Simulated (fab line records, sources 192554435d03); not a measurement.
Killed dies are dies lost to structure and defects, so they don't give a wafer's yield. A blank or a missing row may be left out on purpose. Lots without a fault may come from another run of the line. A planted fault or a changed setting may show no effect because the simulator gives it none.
Split-lot experiment | flow n5_finfet | 7 lots, 39 wafers read, on a route of 1938 steps

THE SPLIT
At N5_FIN_SAQP_HM_DEP_72 (deposits SiO2 from SiH4/N2O, target thk 12 nm, time 7.2 s), the setting time_s was moved away from the recipe's 7.2 s on 15 of the 39 wafers read, by +6.2% to +15.3%. The other wafers ran this setting at the recipe's value.

FROM THE SPLIT TO THE READING: what the file shows between them, 4 steps
- N5_FIN_SAQP_COAT_49: time 60 s, resist thk 100 nm
- N5_FIN_SAQP_COAT_50: time 60 s, resist thk 35 nm
- N5_FIN_SAQP_ETCH_52: etches SOC in N2/H2, target depth 100 nm, overetch 20 nm, time 150 s
- N5_FIN_SAQP_STRIP_53: strips in N2/H2

THE READING
etch.depth_nm (the simulator's own value, which no gauge read), in nm, at N5_FIN_SAQP_HM_OPEN_73 (chemistry CHF3/O2, target SiO2, stops on a-Si, target depth 12 nm, time 16.8 s). The file gives no usual value for it. The 24 wafers here that ran the recipe average 11.94 nm, standard deviation 0.27 nm.

wafer  | tool, chamber at the split | time_s as run, s | against the recipe | etch.depth_nm, nm | against lot-mates on the recipe
L075.1 | pecvd-04, 1                | 8.298            | +15.3%             | 13.72             | +1.73
L075.2 | pecvd-04, 2                | 7.2              | recipe             | 12.07             | -
L075.3 | pecvd-04, 0                | 7.2              | recipe             | 11.8              | -
L075.4 | pecvd-04, 2,1              | 8.298            | +15.3%             | 14.13             | +2.14
L075.6 | pecvd-04, 2,1              | 8.298            | +15.3%             | 14.13             | +2.14
L075.5 | pecvd-04, 0                | 7.2              | recipe             | 12.11             | -
L079.1 | pecvd-04, 1                | 7.807            | +8.4%              | 13.12             | +0.95
L079.2 | pecvd-04, 2                | 7.807            | +8.4%              | 13.18             | +1.01
L079.3 | pecvd-04, 0                | 7.807            | +8.4%              | 12.58             | +0.41
L079.4 | pecvd-04, 0                | 7.2              | recipe             | 12.06             | -
L079.5 | pecvd-04, 1                | 7.2              | recipe             | 12.15             | -
L079.6 | pecvd-04, 2                | 7.2              | recipe             | 12.31             | -
L080.1 | pecvd-03, 1                | 7.2              | recipe             | 11.71             | -
L080.2 | pecvd-03, 2                | 8.136            | +13.0%             | 13.39             | +1.58
L080.3 | pecvd-03, 0                | 7.2              | recipe             | 11.96             | -
L080.4 | pecvd-03, 2                | 7.2              | recipe             | 11.76             | -
L080.5 | pecvd-03, 1                | 8.136            | +13.0%             | 13.61             | +1.80
L080.6 | pecvd-03, 0                | 8.136            | +13.0%             | 13.53             | +1.72
L082.1 | pecvd-03, 0                | 7.2              | recipe             | 11.75             | -
L082.2 | pecvd-03, 2                | 7.2              | recipe             | 11.77             | -
L082.5 | pecvd-03, 0                | 7.2              | recipe             | 12                | -
L083.1 | pecvd-03, 1                | 7.2              | recipe             | 11.73             | -
L083.2 | pecvd-03, 0                | 7.2              | recipe             | 11.66             | -
L083.3 | pecvd-03, 2                | 7.2              | recipe             | 11.58             | -
L083.4 | pecvd-03, 0                | 7.2              | recipe             | 11.71             | -
L083.5 | pecvd-03, 2                | 7.2              | recipe             | 11.69             | -
L083.6 | pecvd-03, 1                | 7.2              | recipe             | 11.95             | -
L086.1 | pecvd-04, 2                | 7.647            | +6.2%              | 13.07             | +0.76
L086.2 | pecvd-04, 1                | 7.2              | recipe             | 12.11             | -
L086.3 | pecvd-04, 0                | 7.647            | +6.2%              | 12.42             | +0.11
L086.4 | pecvd-04, 0                | 7.647            | +6.2%              | 12.69             | +0.38
L086.5 | pecvd-04, 2                | 7.2              | recipe             | 12.61             | -
L086.6 | pecvd-04, 1                | 7.2              | recipe             | 12.22             | -
L090.1 | pecvd-01, 0                | 7.2              | recipe             | 11.48             | -
L090.2 | pecvd-01, 1                | 7.804            | +8.4%              | 13.04             | +1.07
L090.3 | pecvd-01, 1                | 7.2              | recipe             | 12.23             | -
L090.4 | pecvd-01, 0                | 7.804            | +8.4%              | 12.71             | +0.74
L090.5 | pecvd-01, 0                | 7.804            | +8.4%              | 12.55             | +0.58
L090.6 | pecvd-01, 1                | 7.2              | recipe             | 12.19             | -
Where a row lists several chambers, the file gives one row for several wafers and doesn't say which wafer went through which chamber.

THE FIT
A straight line over all 39 wafers: etch.depth_nm changes by +0.125 nm for each +1% of time_s; r = +0.93; the points scatter about the line by 0.27 nm.
The same after taking each lot's own level away (the mean of its wafers on the recipe; 39 wafers): +0.121 nm for each +1%; r = +0.94; scatter 0.24 nm.
On that fit, the largest move of time_s shifts the reading by 1.9 nm.
The lots' own levels span 11.720 to 12.313 nm, that is 2.2 times the standard deviation above.
So the lot-to-lot level changes the slope little: the two slopes agree.
Check: with one of the wafers moved furthest among these (+15.3%) left out of the fit, the line predicts +1.82 nm for it against its lot-mates. It came out at +1.73 nm against them.

THE WHOLE CHAIN: every reading that the file lists as answering this split, in the file's order
step                   | what it does                                                                   | reading                                                                            | change (the file's fit)               | r (the file's)
N5_FIN_SAQP_HM_DEP_72  | deposits SiO2 from SiH4/N2O, target thk 12 nm, time 7.2 s                      | SiO2_of_FIN_SAQP_HM_DEP_72.thk_nm (the simulator's own value, which no gauge read) | +0.118 nm for each +1% of the setting | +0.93
N5_FIN_SAQP_HM_OPEN_73 | chemistry CHF3/O2, target SiO2, stops on a-Si, target depth 12 nm, time 16.8 s | etch.depth_nm (the simulator's own value, which no gauge read)                     | +0.118 nm for each +1% of the setting | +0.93

THE FILE'S OWN FIT
etch.depth_nm changes by +0.118 nm for each +1% of time_s, r = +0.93.
